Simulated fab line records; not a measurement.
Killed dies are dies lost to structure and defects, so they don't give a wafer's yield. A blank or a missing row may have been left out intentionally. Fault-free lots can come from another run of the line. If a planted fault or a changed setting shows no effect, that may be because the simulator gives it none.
fab line records	flow n5Finfet
record: lots: 7	wafers: 39
route steps=1938 shown ZERO_LAYER@16 FIN_SAQP@96 SD_EPI_N@288 SD_EPI_P@323 SD_ACTIVATION@330 MOL_CONTACT_COAG@532
startH: start of the lot's first displayed wafer, in hours after the record's first day	waitH: hours elapsed since this lot's preceding step	" identical to the entry in the row above	L1.1+2: a single row standing in for several wafers	- no value present, or no start provided	* or withheld: withheld	< > ~ a bound
route shown NAME@n: NAME is a module with steps in the file, n the number in the route of the first one	usual: the fault-free wafers' mean and standard deviation	same: alike in all rows	chamber/n: place in a boat	sites: the reading at each site	_std_site: their standard deviation	_edge_site: mean of outer sites minus mean of inner sites	radiusMm: for every site, how far away it sits from the centre of the wafer	mask NAME#n: copy n	behind: the tool/chamber that last shaped the wafer	hold: the reason the lot was held/the length of the hold in hours/how it ended	device: the n, p or np transistor that did not switch	end of line: the same wafers' tests at the end of the route	a step given without rows: its recipe and nothing more	killed: not the wafer's yield, but the dies lost to structure and defects at the first sort	map: per-die view of a wafer (x killed, . not killed, _ where there is no die)
set.NAME: the run value of the setting; set.NAME@STEP: its run value at that earlier step	model.NAME: the simulator's own value behind a step, which no gauge read
lots where settings were altered on purpose, with a table for each step and a row for each wafer
== steps ==
step: N5_ZERO_LAYER_ETCH_18
recipe: chemistry: HBr/Cl2	target: Si	targetDepthA: 1200	timeS: 40	pressureMtorr: 10	icpW: 800	biasW: 75	HBr_flow_sccm: 150	Cl2_flow_sccm: 80
lot.wafer	tool	chamber	startH	waitH	set.targetDepthA	model.ZERO_LAYER.featureDepthNm	model.etch.depthNm	model.coat_of_ZERO_LAYER_COAT_05.thkNm
L075.1	rieSi-04	3	18.79	0.0	1200	119.6	119.6	934.3
L075.2	"	0	"	"	1200	118.3	118.3	935.4
L075.3	"	2	"	"	805.4	80.08	80.08	947
L075.4	"	1	"	"	805.4	77.93	77.93	948.8
L075.5	"	2	"	"	1200	119.1	119.1	933.7
L075.6	"	1	"	"	805.4	77.85	77.85	949.4
L077.1	rieSi-04	2	30.79	0.0	967.4	95.32	95.32	941.7
L077.2	"	3	"	"	967.4	96.31	96.31	942.7
L077.3	"	1	"	"	1200	116	116	936.4
L077.4	"	0	"	"	1200	118.6	118.6	939.8
L077.5	"	0	"	"	967.4	95.59	95.59	947
L077.6	"	1	"	"	1200	115	115	938.9
L079.1	rieSi-01	3	43.00	0.0	1200	120.4	120.4	934
L079.2	"	0	"	"	1200	118.6	118.6	933.2
L079.3	"	1	"	"	1200	119	119	935.2
L079.4	"	2	"	"	1200	117.7	117.7	935.4
L079.5	"	3	"	"	1200	120.7	120.7	934.2
L079.6	"	0	"	"	1200	118.6	118.6	936.5
L080.1	rieSi-02	3	48.97	0.0	638.6	63.54	63.54	948.5
L080.2	"	1	"	"	1200	117.1	117.1	929.1
L080.3	"	0	"	"	638.6	64.22	64.22	947.9
L080.4	"	2	"	"	1200	117.8	117.8	934.7
L080.5	"	2	"	"	638.6	62.88	62.88	947.8
L080.6	"	3	"	"	1200	119.5	119.5	931.9
L082.1	rieSi-01	3	60.96	0.0	1200	119.8	119.8	934.5
L082.2	"	2	"	"	1200	117.1	117.1	932.3
L082.3	"	0	"	"	1393	138.1	138.1	929.1
L082.4	"	1	"	"	1393	136.8	136.8	928.6
L082.5	"	0	"	"	1200	117.7	117.7	933.7
L082.6	"	3	"	"	1393	138.2	138.2	928.4
L088.1	rieSi-04	2	96.79	0.0	882.2	87.18	87.18	939.2
L088.2	"	1	"	"	1200	116	116	930
L088.3	"	3	"	"	1200	119	119	927
L088.4	"	0	"	"	882.2	86.75	86.75	938.3
L088.5	"	3	"	"	882.2	87.65	87.65	938.3
L088.6	"	0	"	"	1200	119.5	119.5	929.2
L094.1	rieSi-04	2	132.79	0.0	1200	118.7	118.7	930.8
L094.2	"	3	"	"	1200	120.4	120.4	929.3
L094.5	"	2	"	"	1200	120.1	120.1	927.5
step: N5_ZERO_LAYER_STRIP_24
recipe: chemistry: O2	powerW: 1000	tempC: 250	overashFraction: 0.3	pressureMtorr: 1000	o2FlowSccm: 6750
usual: stripTimeToEndpointS: 43.90/0.085
lot.wafer	tool	chamber	startH	waitH	set.targetDepthA@ZERO_LAYER_ETCH_18	stripTimeToEndpointS
L075.1	plasmaAsher-02	0	18.89	0.1	1200	43.97
L075.2	"	1	"	"	1200	43.98
L075.3	"	1	"	"	805.4	44.33
L075.4	"	0	"	"	805.4	44.40
L075.5	"	0	"	"	1200	43.94
L075.6	"	1	"	"	805.4	44.41
L077.1	plasmaAsher-01	1	30.89	0.1	967.4	44.18
L077.2	"	0	"	"	967.4	44.23
L077.3	"	1	"	"	1200	44.02
L077.4	"	0	"	"	1200	44.13
L077.5	"	1	"	"	967.4	44.34
L077.6	"	0	"	"	1200	44.10
L079.1	plasmaAsher-02	1	43.10	0.1	1200	43.96
L079.2	"	0	"	"	1200	43.94
L079.3	"	0	"	"	1200	43.98
L079.4	"	1	"	"	1200	44.00
L079.5	"	1	"	"	1200	43.96
L079.6	"	0	"	"	1200	44.03
L080.1	plasmaAsher-02	1	49.08	0.1	638.6	44.39
L080.2	"	0	"	"	1200	43.81
L080.3	"	0	"	"	638.6	44.36
L080.4	"	1	"	"	1200	43.94
L080.5	"	1	"	"	638.6	44.38
L080.6	"	0	"	"	1200	43.89
L082.1	plasmaAsher-01	0	61.07	0.1	1200	43.98
L082.2	"	1	"	"	1200	43.91
L082.3	"	0	"	"	1393	43.81
L082.4	"	1	"	"	1393	43.78
L082.5	"	0	"	"	1200	43.94
L082.6	"	1	"	"	1393	43.79
L088.1	plasmaAsher-02	1	96.91	0.1	882.2	44.12
L088.2	"	0	"	"	1200	43.84
L088.3	"	0	"	"	1200	43.74
L088.4	"	1	"	"	882.2	44.08
L088.5	"	1	"	"	882.2	44.08
L088.6	"	0	"	"	1200	43.82
L094.1	plasmaAsher-02	1	132.89	0.1	1200	43.85
L094.2	"	0	"	"	1200	43.80
L094.5	"	1	"	"	1200	43.76
step: N5_FIN_SAQP_HM_DEP_03
recipe: material: SiNx	targetThkA: 380	tempC: 400	precursor: SiH4/NH3/N2	pressureTorr: 1.5	rfW: 300	timeS: 33.6
lot.wafer	tool	chamber	startH	waitH	set.targetThkA	model.SiNx_of_FIN_SAQP_HM_DEP_03.thkNm
L075.1	pecvd-01	0	27.00	0.2	380	37.88
L075.2	"	1	"	"	380	37.49
L075.3	"	2	"	"	380	37.63
L075.4	"	2	"	"	380	37.84
L075.5	"	1	"	"	380	38.22
L075.6	"	0	"	"	380	38.49
L077.1	pecvd-04	0	40.18	0.2	380	38.19
L077.2	"	1	"	"	207.4	21.4
L077.3	"	2	"	"	380	38.39
L077.4	"	0	"	"	207.4	21.19
L077.5	"	1	"	"	207.4	21.86
L077.6	"	2	"	"	380	38.47
L079.1	pecvd-04	0	51.75	0.2	380	37.78
L079.2	"	2	"	"	380	37.81
L079.3	"	1	"	"	380	37.91
L079.4	"	2	"	"	380	38.53
L079.5	"	0	"	"	380	38.21
L079.6	"	1	"	"	380	38.14
L080.1	pecvd-04	2	57.27	0.2	380	37.67
L080.2	"	0	"	"	242.5	23.67
L080.3	"	1	"	"	242.5	24.15
L080.4	"	0	"	"	242.5	23.68
L080.5	"	2	"	"	380	38.23
L080.6	"	1	"	"	380	37.95
L082.1	pecvd-04	2	69.75	0.2	568.5	56.23
L082.2	"	0	"	"	380	37.06
L082.3	"	1	"	"	568.5	56.36
L082.4	"	0	"	"	568.5	56.62
L082.5	"	2	"	"	380	38.15
L082.6	"	1	"	"	380	37.84
L088.1	pecvd-01	1	106.62	0.2	217.3	21.42
L088.2	"	0	"	"	217.3	22.03
L088.3	"	2	"	"	380	38.57
L088.4	"	1	"	"	217.3	22.09
L088.5	"	2	"	"	380	38.66
L088.6	"	0	"	"	380	38.76
L094.1	pecvd-01	0	140.91	0.2	380	37.67
L094.2	"	2	"	"	380	37.88
L094.5	"	2	"	"	380	38.72
step: N5_FIN_SAQP_THK_MEAS_05
usual: thkNm: 38.0/0.5
lot.wafer	tool	chamber	startH	waitH	set.targetThkA@FIN_SAQP_HM_DEP_03	thkNm
L075.1	filmMetro-01	-	27.08	0.1	380	37.9
L075.2	"	-	"	"	380	37.5
L075.3	"	-	"	"	380	37.7
L075.4	"	-	"	"	380	37.8
L075.5	"	-	"	"	380	38.2
L075.6	"	-	"	"	380	38.5
L077.1	filmMetro-01	-	40.27	0.1	380	38.2
L077.2	"	-	"	"	207.4	21.4
L077.3	"	-	"	"	380	38.4
L077.4	"	-	"	"	207.4	21.2
L077.5	"	-	"	"	207.4	21.9
L077.6	"	-	"	"	380	38.4
L079.1	filmMetro-01	-	51.84	0.1	380	37.8
L079.2	"	-	"	"	380	37.8
L079.3	"	-	"	"	380	37.9
L079.4	"	-	"	"	380	38.5
L079.5	"	-	"	"	380	38.3
L079.6	"	-	"	"	380	38.2
L080.1	filmMetro-02	-	57.36	0.1	380	37.7
L080.2	"	-	"	"	242.5	23.6
L080.3	"	-	"	"	242.5	24.1
L080.4	"	-	"	"	242.5	23.7
L080.5	"	-	"	"	380	38.2
L080.6	"	-	"	"	380	38.0
L082.1	filmMetro-01	-	69.84	0.1	568.5	56.2
L082.2	"	-	"	"	380	37.0
L082.3	"	-	"	"	568.5	56.4
L082.4	"	-	"	"	568.5	56.6
L082.5	"	-	"	"	380	38.2
L082.6	"	-	"	"	380	37.9
L088.1	filmMetro-02	-	106.70	0.1	217.3	21.4
L088.2	"	-	"	"	217.3	22.0
L088.3	"	-	"	"	380	38.6
L088.4	"	-	"	"	217.3	22.1
L088.5	"	-	"	"	380	38.7
L088.6	"	-	"	"	380	38.8
L094.1	filmMetro-01	-	141.00	0.1	380	37.6
L094.2	"	-	"	"	380	37.9
L094.5	"	-	"	"	380	38.7
step: N5_FIN_SAQP_PECVD_47
recipe: material: a-Si	targetThkA: 450	tempC: 400	precursor: SiH4/He	pressureTorr: 3	rfW: 100	timeS: 36.3
step: N5_FIN_SAQP_PECVD_48
recipe: material: SiNx	targetThkA: 250	tempC: 400	precursor: SiH4/NH3/N2	pressureTorr: 1.5	rfW: 300	timeS: 22.1
step: N5_FIN_SAQP_MANDREL2_REMOVE_60
recipe: chemistry: HBr/Cl2/O2	btTimeS: 10	target: a-Si	stopOn: SiNx	endpoint: OES-SiCl	overEtchFrac: 1	icpW: 600	biasW: 22	HBr_flow_sccm: 150	Cl2_flow_sccm: 80	O2_flow_sccm: 5	pressureMtorr: 10
step: N5_FIN_SAQP_HM_OPEN_33
recipe: chemistry: CH3F/O2	target: SiNx	maskMaterial: SiO2	targetDepthA: 494	timeS: 70.6	pressureMtorr: 30	sourceW: 395	biasW: 73	Ar_flow_sccm: 150	CH3F_flow_sccm: 30	O2_flow_sccm: 20	ionEnergyEv: 120	ends: cleared
usual: etchRfOnTimeS: 69.7/1.3
lot.wafer	tool	chamber	startH	waitH	set.targetThkA@FIN_SAQP_HM_DEP_03	etchRfOnTimeS	model.etch.depthNm
L075.1	rieDiel-05	3	31.93	0.3	380	69.3	37.26
L075.2	"	2	"	"	380	70.7	36.86
L075.3	"	0	"	"	380	68.7	37
L075.4	"	1	"	"	380	69.0	37.21
L075.5	"	0	"	"	380	70.3	37.6
L075.6	"	1	"	"	380	69.9	37.86
L077.1	rieDiel-06	0	45.15	0.0	380	72.0	37.56
L077.2	"	2	"	"	207.4	38.2	20.77
L077.3	"	3	"	"	380	70.3	37.77
L077.4	"	3	"	"	207.4	38.2	20.56
L077.5	"	2	"	"	207.4	39.3	21.23
L077.6	"	0	"	"	380	72.6	37.84
L079.1	rieDiel-05	0	56.55	0.0	380	68.7	37.15
L079.2	"	2	"	"	380	70.8	37.18
L079.3	"	1	"	"	380	68.7	37.28
L079.4	"	1	"	"	380	69.6	37.91
L079.5	"	2	"	"	380	71.7	37.58
L079.6	"	0	"	"	380	69.5	37.51
L080.1	rieDiel-02	0	62.98	0.0	380	69.8	37.04
L080.2	"	2	"	"	242.5	42.4	23.05
L080.3	"	3	"	"	242.5	44.3	23.52
L080.4	"	1	"	"	242.5	43.6	23.05
L080.5	"	0	"	"	380	70.5	37.61
L080.6	"	1	"	"	380	70.7	37.32
L082.1	rieDiel-06	1	74.31	0.0	568.5	101.7	55.56
L082.2	"	3	"	"	380	68.2	36.44
L082.3	"	0	"	"	568.5	102.5	55.73
L082.4	"	2	"	"	568.5	103.6	55.99
L082.5	"	1	"	"	380	68.7	37.48
L082.6	"	0	"	"	380	68.3	37.21
L088.1	rieDiel-02	3	111.23	0.0	217.3	39.3	20.79
L088.2	"	0	"	"	217.3	39.8	21.4
L088.3	"	1	"	"	380	71.1	37.95
L088.4	"	1	"	"	217.3	40.1	21.46
L088.5	"	3	"	"	380	71.5	38.04
L088.6	"	0	"	"	380	70.7	38.13
L094.1	rieDiel-06	0	145.49	0.0	380	68.6	37.04
L094.2	"	1	"	"	380	68.9	37.26
L094.5	"	0	"	"	380	70.0	38.09
step: N5_SD_EPI_N_EPI_21
recipe: material: Si:P	dopant: P	tempC: 680	pressureTorr: 255	timeS: 690
lot.wafer	tool	chamber	startH	waitH	set.timeS	model.Si-P_of_SD_EPI_N_EPI_21.thkNm
L075.1+6	epiRpcvd-01	0	57.91	0.2	374.5	34.8
L075.2	"	0	"	"	690	59.6
L075.3	"	0	"	"	690	59.8
L075.4	"	0	"	"	374.5	35
L075.5	"	0	"	"	690	60
L077.1	epiRpcvd-01	0	74.71	0.2	483.2	45.2
L077.2	"	0	"	"	690	58.4
L077.3	"	0	"	"	483.2	44.2
L077.4	"	0	"	"	483.2	44.4
L077.5	"	0	"	"	690	59
L077.6	"	0	"	"	690	58.6
L079.1+4	epiRpcvd-01	0	82.90	0.1	690	59.2
L079.2+6	"	0	"	"	690	59
L079.3+5	"	0	"	"	690	58.6
L080.1	epiRpcvd-04	0	86.89	0.2	690	59.2
L080.2	"	0	"	"	992	76.6
L080.3	"	0	"	"	992	77.6
L080.4	"	0	"	"	690	58.8
L080.5	"	0	"	"	992	77
L080.6	"	0	"	"	690	59.4
L082.1	epiRpcvd-04	0	102.16	0.1	690	59.6
L082.2	"	0	"	"	690	60.4
L082.3	"	0	"	"	1033	80.2
L082.4	"	0	"	"	1033	80.4
L082.5	"	0	"	"	1033	79.4
L082.6	"	0	"	"	690	59.2
L088.1+2	epiRpcvd-04	0	137.52	0.1	690	58.4
L088.3	"	0	"	"	690	58.6
L088.4	"	0	"	"	449.9	41.4
L088.5+6	"	0	"	"	449.9	41.6
L094.1	epiRpcvd-01	0	169.00	0.1	690	59
L094.2	"	0	"	"	690	59.2
L094.5	"	0	"	"	690	59.4
step: N5_SD_EPI_N_EPI_MEAS_23
recipe: mode: xrd
usual: thkNm: 59.1/1.1
lot.wafer	tool	chamber	startH	waitH	set.timeS@SD_EPI_N_EPI_21	thkNm
L075.1	filmMetro-02	-	60.19	2.0	374.5	34.5
L075.2	"	-	"	"	690	58.9
L075.3	"	-	"	"	690	60.7
L075.4	"	-	"	"	374.5	33.4
L075.5	"	-	"	"	690	59.8
L075.6	"	-	"	"	374.5	34.4
L077.1	filmMetro-02	-	76.98	2.0	483.2	44.1
L077.2	"	-	"	"	690	57.9
L077.3	"	-	"	"	483.2	45.7
L077.4	"	-	"	"	483.2	44.7
L077.5	"	-	"	"	690	59.6
L077.6	"	-	"	"	690	59.1
L079.1	filmMetro-02	-	84.63	1.5	690	58.5
L079.2	"	-	"	"	690	59.6
L079.3	"	-	"	"	690	59.8
L079.4	"	-	"	"	690	58.9
L079.5	"	-	"	"	690	59.2
L079.6	"	-	"	"	690	59.4
L080.1	filmMetro-02	-	89.16	1.9	690	58.7
L080.2	"	-	"	"	992	78.1
L080.3	"	-	"	"	992	76.8
L080.4	"	-	"	"	690	58.5
L080.5	"	-	"	"	992	78.2
L080.6	"	-	"	"	690	59.2
L082.1	filmMetro-01	-	103.88	1.4	690	59.6
L082.2	"	-	"	"	690	61.0
L082.3	"	-	"	"	1033	79.1
L082.4	"	-	"	"	1033	80.5
L082.5	"	-	"	"	1033	79.4
L082.6	"	-	"	"	690	59.3
L088.1	filmMetro-02	-	139.23	1.4	690	57.7
L088.2	"	-	"	"	690	59.8
L088.3	"	-	"	"	690	58.4
L088.4	"	-	"	"	449.9	41.8
L088.5	"	-	"	"	449.9	41.0
L088.6	"	-	"	"	449.9	40.0
L094.1	filmMetro-02	-	170.73	1.5	690	59.3
L094.2	"	-	"	"	690	58.7
L094.5	"	-	"	"	690	58.8
step: N5_SD_EPI_N_PRECLEAN_24
recipe: chemistry: O3/DIW	timeS: 60	tempC: 22	o3Ppm: 10
step: N5_SD_EPI_N_SRD_25
recipe: timeS: 30	tempC: 23	rinseLiquid: diw	dry: ipaMarangoni
step: N5_SD_EPI_P_HM_STRIP_48
recipe: chemistry: H3PO4	tempC: 160	material: SiNx	target: SiNx	targetDepthA: 30	overetchFraction: 0.3
step: N5_SD_EPI_P_SRD_49
recipe: dry: ipaMarangoni	timeS: 30	tempC: 23	rinseLiquid: diw
step: N5_SD_EPI_P_PRECLEAN_24
recipe: chemistry: O3/DIW	timeS: 45	tempC: 22	o3Ppm: 10
lot.wafer	tool	chamber	startH	waitH	set.timeS@SD_EPI_N_EPI_21	model.Si-P_of_SD_EPI_N_EPI_21.thkNm
L075.1	wetBench-01	0	66.40	0.0	374.5	34.4
L075.2	"	2	"	"	690	58.8
L075.3	"	3	"	"	690	59
L075.4	"	7	"	"	374.5	34.6
L075.5	"	6	"	"	690	59.2
L075.6	"	1	"	"	374.5	34.2
L077.1	wetBench-02	0	82.26	0.0	483.2	44.6
L077.2	"	3	"	"	690	57.6
L077.3	"	4	"	"	483.2	43.6
L077.4	"	2	"	"	483.2	43.8
L077.5	"	1	"	"	690	58.2
L077.6	"	7	"	"	690	57.8
L079.1+2+4+6	wetBench-01	1,0,5,4	89.39	0.0	690	58.2
L079.3+5	"	6,7	"	"	690	57.8
L080.1	wetBench-01	4	94.00	0.0	690	58.4
L080.2	"	2	"	"	992	75.6
L080.3	"	6	"	"	992	76.6
L080.4	"	7	"	"	690	58
L080.5	"	5	"	"	992	76
L080.6	"	3	"	"	690	58.6
L082.1	wetBench-04	3	109.41	0.0	690	58.8
L082.2	"	7	"	"	690	59.6
L082.3	"	4	"	"	1033	79.2
L082.4	"	6	"	"	1033	79.4
L082.5	"	5	"	"	1033	78.4
L082.6	"	0	"	"	690	58.4
L088.1+2	wetBench-04	1,2	144.36	0.0	690	57.6
L088.3	"	6	"	"	690	57.8
L088.4	"	5	"	"	449.9	40.8
L088.5+6	"	3,4	"	"	449.9	41
L094.1	wetBench-04	2	175.42	0.0	690	58.2
L094.2	"	1	"	"	690	58.4
L094.5	"	4	"	"	690	58.6
step: N5_SD_EPI_P_PRECLEAN_32
recipe: chemistry: dHF	timeS: 10	dilution: 500:1	tempC: 25
step: N5_SD_EPI_P_PRECLEAN_33
recipe: chemistry: SC2	timeS: 45	tempC: 35	mix: 1:1:50
step: N5_SD_ACTIVATION_RTA_00
recipe: tempC: 975	timeS: 0	ambient: N2	idleTempC: 600	rampUpCPerS: 150	rampDownCPerS: 60	coolToC: 600
step: N5_SD_ACTIVATION_LSA_01
recipe: tempC: 1080	timeS: 0.0008	ambient: N2
step: N5_SD_ACTIVATION_RS_MEAS_03
recipe: thkMeasGauge: four-point-probe
usual: RS_SD_N: 21.90/0.28	RS_SD_P: 55.8/0.75
lot.wafer	tool	chamber	startH	waitH	set.timeS@SD_EPI_N_EPI_21	RS_SD_N[ohm/sq]	RS_SD_P[ohm/sq]
L075.1	filmMetro-01	-	66.90	0.2	374.5	36.51	55.5
L075.2	"	-	"	"	690	21.43	56.1
L075.3	"	-	"	"	690	21.34	55.1
L075.4	"	-	"	"	374.5	36.56	55.4
L075.5	"	-	"	"	690	21.46	54.7
L075.6	"	-	"	"	374.5	37.03	54.7
L077.1	filmMetro-02	-	82.84	0.2	483.2	28.94	56.6
L077.2	"	-	"	"	690	22.29	57.3
L077.3	"	-	"	"	483.2	29.64	56.6
L077.4	"	-	"	"	483.2	29.08	56.6
L077.5	"	-	"	"	690	22.17	56.6
L077.6	"	-	"	"	690	22.29	56.6
L079.1	filmMetro-02	-	89.93	0.2	690	21.53	54.4
L079.2	"	-	"	"	690	22.02	54.1
L079.3	"	-	"	"	690	22.13	54.6
L079.4	"	-	"	"	690	21.86	54.7
L079.5	"	-	"	"	690	22.19	54.1
L079.6	"	-	"	"	690	22.26	54.3
L080.1	filmMetro-02	-	94.77	0.2	690	21.73	55.4
L080.2	"	-	"	"	992	16.89	56.1
L080.3	"	-	"	"	992	16.61	56.5
L080.4	"	-	"	"	690	21.67	56.5
L080.5	"	-	"	"	992	16.78	57.1
L080.6	"	-	"	"	690	21.76	55.7
L082.1	filmMetro-02	-	109.91	0.2	690	21.63	56.9
L082.2	"	-	"	"	690	21.42	57.3
L082.3	"	-	"	"	1033	16.23	56.6
L082.4	"	-	"	"	1033	16.12	57.1
L082.5	"	-	"	"	1033	16.30	57.0
L082.6	"	-	"	"	690	21.94	57.2
L088.1	filmMetro-01	-	144.86	0.2	690	22.28	54.6
L088.2	"	-	"	"	690	22.25	53.9
L088.3	"	-	"	"	690	22.01	55.4
L088.4	"	-	"	"	449.9	31.28	54.8
L088.5	"	-	"	"	449.9	31.26	54.0
L088.6	"	-	"	"	449.9	31.05	54.8
L094.1	filmMetro-02	-	175.92	0.2	690	22.05	54.1
L094.2	"	-	"	"	690	21.75	55.0
L094.5	"	-	"	"	690	22.03	54.3
step: N5_MOL_CONTACT_COAG_ETCH_106
recipe: chemistry: N2/H2	target: SOC	targetDepthA: 800	overetchA: 160	maskMaterial: SiARC	tempC: 40	timeS: 120	ionEnergyEv: 200	pressureMtorr: 30	sourceW: 840	biasW: 150	n2FlowSccm: 200	h2FlowSccm: 200
lot.wafer	tool	chamber	startH	waitH	set.targetDepthA	model.SiARC_of_MOL_CONTACT_COAG_COAT_104.thkNm
L075.1+2+5	rieDiel-05	0,1,1	95.97	0.0	800	6.4
L075.3	"	3	"	"	800	6.2
L075.4+6	"	2	"	"	800	6.6
L077.1+3+5	rieDiel-02	1,3,1	112.12	0.0	800	6.6
L077.2+6	"	0,3	"	"	1043	5.2
L077.4	"	0	"	"	1043	5
L079.1+4+6	rieDiel-02	0,2,0	118.36	0.0	800	6.4
L079.2+3+5	"	1,2,1	"	"	800	6.6
L080.1	rieDiel-05	3	124.81	0.0	1077	4.6
L080.2+4	"	1,0	"	"	800	6.4
L080.3+6	"	2	"	"	1077	5
L080.5	"	3	"	"	800	6.2
L082.1	rieDiel-02	3	139.25	0.0	800	6.2
L082.2+3+6	"	1,2,2	"	"	1047	5
L082.4	"	0	"	"	800	6.4
L082.5	"	1	"	"	800	6.6
L088.1+4+6	rieDiel-06	1,2,3	173.24	0.0	800	6.4
L088.2	"	3	"	"	800	6.6
L088.3+5	"	0	"	"	800	6.2
L094.1+5	rieDiel-02	2,1	205.40	0.0	800	6.6
L094.2	"	0	"	"	800	6.4
== key ==
split: step: N5_ZERO_LAYER_ETCH_18	setting: targetDepthA	stated: 1200	by: wafer
response: step: N5_ZERO_LAYER_ETCH_18	reading: model.ZERO_LAYER.featureDepthNm	change: +1.18	per: 1%	r: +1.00
response: step: N5_ZERO_LAYER_ETCH_18	reading: model.etch.depthNm	change: +1.18	per: 1%	r: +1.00
response: step: N5_ZERO_LAYER_ETCH_18	reading: model.coat_of_ZERO_LAYER_COAT_05.thkNm	change: -0.36	per: 1%	r: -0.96
response: step: N5_ZERO_LAYER_STRIP_24	reading: stripTimeToEndpointS	change: *	per: 1%	r: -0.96
split: step: N5_FIN_SAQP_HM_DEP_03	setting: targetThkA	stated: 380	by: wafer
response: step: N5_FIN_SAQP_HM_DEP_03	reading: model.SiNx_of_FIN_SAQP_HM_DEP_03.thkNm	change: +0.382	per: 1%	r: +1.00
response: step: N5_FIN_SAQP_THK_MEAS_05	reading: thkNm	change: *	per: 1%	r: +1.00
response: step: N5_FIN_SAQP_HM_OPEN_33	reading: etchRfOnTimeS	change: *	per: 1%	r: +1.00
response: step: N5_FIN_SAQP_HM_OPEN_33	reading: model.etch.depthNm	change: +0.382	per: 1%	r: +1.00
split: step: N5_SD_EPI_N_EPI_21	setting: timeS	stated: 690	by: wafer
response: step: N5_SD_EPI_N_EPI_21	reading: model.Si-P_of_SD_EPI_N_EPI_21.thkNm	change: +0.459	per: 1%	r: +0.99
response: step: N5_SD_EPI_N_EPI_MEAS_23	reading: thkNm	change: *	per: 1%	r: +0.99
response: step: N5_SD_EPI_P_PRECLEAN_24	reading: model.Si-P_of_SD_EPI_N_EPI_21.thkNm	change: +0.454	per: 1%	r: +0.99
response: step: N5_SD_ACTIVATION_RS_MEAS_03	reading: RS_SD_N	change: -0.199	per: 1%	r: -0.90
split: step: N5_MOL_CONTACT_COAG_ETCH_106	setting: targetDepthA	stated: 800	by: wafer
response: step: N5_MOL_CONTACT_COAG_ETCH_106	reading: model.SiARC_of_MOL_CONTACT_COAG_COAT_104.thkNm	change: -0.0451	per: 1%	r: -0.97
